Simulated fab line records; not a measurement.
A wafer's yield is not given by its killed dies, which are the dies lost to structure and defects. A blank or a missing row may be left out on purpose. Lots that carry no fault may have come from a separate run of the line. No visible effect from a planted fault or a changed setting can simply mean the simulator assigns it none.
Which of the tools did it? | flow n5_finfet | 9 lots with 26 wafers sampled at 5 steps, on a route of 1938 steps

WHAT THE GAUGES READ, wafer by wafer
N5_BEOL_M4_RC_MEAS_101.
lot  | measured     | on        | DIBL_N (mV/V)
L854 | day 8 16:04  | prober-01 | 38.0 38.2 38.5
L857 | day 9 11:08  | prober-01 | 32.4 37.3 35.6
L858 | day 9 23:52  | prober-02 | 37.5 37.0 37.9
L864 | day 11 04:32 | prober-02 | 32.8 36.2 34.1
L866 | day 11 22:51 | prober-02 | 36.9 36.6 34.4
L870 | day 12 21:51 | prober-01 | 41.1 38.7 42.3
L871 | day 12 23:22 | prober-02 | 36.7 37.9
L872 | day 13 03:09 | prober-02 | 38.1 34.8 36.8
L875 | day 13 12:21 | prober-01 | 37.6 35.7 35.8

EACH LOT AND THE TOOL THAT RAN IT (in order: tool; ch and the chambers of the sampled wafers; start)
lot  | N5_HKMG_FIN_DESCUM_53             | N5_HKMG_FIN_ETCH_54               | N5_HKMG_FIN_STRIP_57              | N5_HKMG_FIN_COAT_30
L854 | rie_diel-06 ch 1,2, day 4 10:13   | rie_diel-06 ch 1,2, day 4 10:15   | rie_diel-06 ch 1,2, day 4 10:30   | litho_track-01 ch 0, day 4 13:08
L857 | rie_diel-01 ch 1,2, day 5 06:40   | rie_diel-01 ch 1,2, day 5 06:41   | rie_diel-01 ch 1,2, day 5 06:56   | litho_track-01 ch 0, day 5 09:36
L858 | rie_diel-01 ch 1,2,3, day 5 14:29 | rie_diel-01 ch 1,2,3, day 5 14:31 | rie_diel-01 ch 1,2,3, day 5 14:46 | litho_track-05 ch 0, day 5 17:35
L864 | rie_diel-06 ch 2,3, day 7 01:16   | rie_diel-06 ch 2,3, day 7 01:19   | rie_diel-06 ch 2,3, day 7 01:33   | litho_track-01 ch 0, day 7 04:13
L866 | rie_diel-01 ch 0,1,2, day 7 13:07 | rie_diel-01 ch 0,1,2, day 7 13:10 | rie_diel-01 ch 0,1,2, day 7 13:25 | litho_track-01 ch 0, day 7 16:16
L870 | rie_diel-04 ch 0,2,3, day 8 10:58 | rie_diel-04 ch 0,2,3, day 8 10:59 | rie_diel-04 ch 0,2,3, day 8 11:14 | litho_track-02 ch 0, day 8 14:20
L871 | rie_diel-06 ch 3, day 8 21:09     | rie_diel-06 ch 3, day 8 21:11     | rie_diel-06 ch 3, day 8 21:26     | litho_track-05 ch 0, day 9 00:04
L872 | rie_diel-04 ch 0,3, day 9 01:08   | rie_diel-04 ch 0,3, day 9 01:10   | rie_diel-04 ch 0,3, day 9 01:25   | litho_track-05 ch 0, day 9 04:04
L875 | rie_diel-01 ch 1,2, day 9 17:01   | rie_diel-01 ch 1,2, day 9 17:04   | rie_diel-01 ch 1,2, day 9 17:18   | litho_track-05 ch 0, day 9 19:56
- N5_HKMG_FIN_DESCUM_53: chemistry O2, time 7.9 s.
- N5_HKMG_FIN_ETCH_54: etches SiARC in CF4, target depth 45.5 nm, time 75.8 s.
- N5_HKMG_FIN_STRIP_57: strips in CF4.
- N5_HKMG_FIN_COAT_30: time 60 s, resist thk 35 nm.

THE ANSWER, worked out from the rows above alone
Rule: the lots themselves supply what counts as usual. Put in order of their means at a reading, lots are off if they are a third of the lots or fewer, leave a main group of 4 or more, and stand apart from it by a gap of 3 or more times the standard deviation of the main group's means; of several such gaps the widest counts. A main group is skipped when, at the precision printed for the reading in the tables above, its means are all equal. Also off: a lot with no number at a reading for which 4 or more lots have one. All remaining lots with rows at the step are treated as sound.
None of the lots is off at any reading shown; this tells nothing.

WHAT THE SIMULATOR HAD PUT IN
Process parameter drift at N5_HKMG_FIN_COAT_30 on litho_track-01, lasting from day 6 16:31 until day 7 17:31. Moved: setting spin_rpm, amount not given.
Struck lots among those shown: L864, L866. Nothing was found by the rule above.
